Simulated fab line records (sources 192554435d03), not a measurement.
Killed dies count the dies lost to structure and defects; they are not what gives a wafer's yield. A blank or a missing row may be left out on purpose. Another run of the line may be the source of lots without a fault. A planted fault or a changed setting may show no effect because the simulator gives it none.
Lot-split experiment | flow n5Finfet | 21 wafers read across 7 lots, on a route 1938 steps long

## THE SPLIT ITSELF
At N5_BEOL_M0_SAQP_HM_DEP_02 (deposits TiN, target thk 12 nm), the setting targetThkA was moved away from the recipe's 120 angstrom on 8 of the 21 wafers read, by -12.3% to +12.9%. The other wafers ran this setting at the recipe's value.

Reading taken at the split's own step.

## THE READING
TiN_of_BEOL_M0_SAQP_HM_DEP_02.thkNm (the simulator's own value, which no gauge read), in nm, at N5_BEOL_M0_SAQP_HM_DEP_02 (deposits TiN, target thk 12 nm). The file does not state a usual value for it. Here, 13 wafers ran the recipe; their average is 12.0 nm with a standard deviation of 0.15 nm.

wafer  | tool, chamber at the split | targetThkA as run, angstrom | against the recipe | TiN_of_BEOL_M0_SAQP_HM_DEP_02.thkNm, nm | against lot-mates on the recipe
L075.1 | pvdSputter-02, -           | 120                         | recipe             | 11.8                                    | -
L075.4 | pvdSputter-02, -           | 120                         | recipe             | 11.8                                    | -
L075.3 | pvdSputter-02, -           | 110.5                       | -7.9%              | 10.8                                    | -1.0
L077.1 | pvdSputter-02, -           | 120                         | recipe             | 12                                      | -
L077.6 | pvdSputter-02, -           | 120                         | recipe             | 12                                      | -
L077.2 | pvdSputter-02, -           | 106.9                       | -10.9%             | 10.8                                    | -1.2
L083.3 | pvdSputter-03, -           | 120                         | recipe             | 12                                      | -
L083.6 | pvdSputter-03, -           | 120                         | recipe             | 12                                      | -
L083.4 | pvdSputter-03, -           | 105.2                       | -12.3%             | 10.6                                    | -1.4
L090.1 | pvdSputter-03, -           | 135.5                       | +12.9%             | 13.6                                    | +1.4
L090.4 | pvdSputter-03, -           | 135.5                       | +12.9%             | 13.6                                    | +1.4
L090.5 | pvdSputter-03, -           | 120                         | recipe             | 12.2                                    | -
L091.1 | pvdSputter-01, -           | 120                         | recipe             | 12                                      | -
L091.4 | pvdSputter-01, -           | 120                         | recipe             | 12                                      | -
L091.5 | pvdSputter-01, -           | 110.5                       | -7.9%              | 11.2                                    | -0.8
L094.3 | pvdSputter-01, -           | 120                         | recipe             | 12.2                                    | -
L094.5 | pvdSputter-01, -           | 120                         | recipe             | 12.2                                    | -
L094.6 | pvdSputter-01, -           | 120                         | recipe             | 12.2                                    | -
L095.2 | pvdSputter-02, -           | 120                         | recipe             | 11.8                                    | -
L095.4 | pvdSputter-02, -           | 110.2                       | -8.2%              | 11                                      | -0.8
L095.6 | pvdSputter-02, -           | 110.2                       | -8.2%              | 11                                      | -0.8

FIT RESULTS
A straight line over all 21 wafers: TiN_of_BEOL_M0_SAQP_HM_DEP_02.thkNm changes by +0.121 nm for each +1% of targetThkA; r = +0.98; the points scatter about the line by 0.14 nm.
The same after taking each lot's own level away (the mean of its wafers on the recipe; 21 wafers): +0.109 nm for each +1%; r = +1.00; scatter 0.047 nm.
Per that fit: largest targetThkA move, reading shift of 1.4 nm.
From 11.80 to 12.20 nm: that is the span of the lots' own levels, equal to 2.7 times the standard deviation above.
So the lot-to-lot level changes the slope: the two fits differ.
Check: with one of the wafers moved furthest among these (+12.9%) left out of the fit, the line predicts +1.41 nm for it against its lot-mates. Against them it came out at +1.4 nm.

## THESE WAFERS: OTHER SPLITS
Other splits were also applied to these wafers ahead of the reading. Each is held against what the fit with the lots' levels taken away leaves over:
other split on the same wafers       | wafers away from the commonest value | r with TiN_of_BEOL_M0_SAQP_HM_DEP_02.thkNm (lot level and that fit taken away)
N5_GATE_CUT_EXPOSE_10 doseMj         | 6                                    | +0.33
N5_MOL_CONTACT_COAG_ETCH_110 sourceW | 4                                    | -0.04
N5_MOL_CONTACT_COAG_COAT_34 spinRpm  | 7                                    | -0.15
N5_MOL_CONTACT_COAG_EXPOSE_37 doseMj | 8                                    | +0.04

## THE FILE'S OWN FIT
TiN_of_BEOL_M0_SAQP_HM_DEP_02.thkNm changes by +0.11 nm for each +1% of targetThkA, r = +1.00.
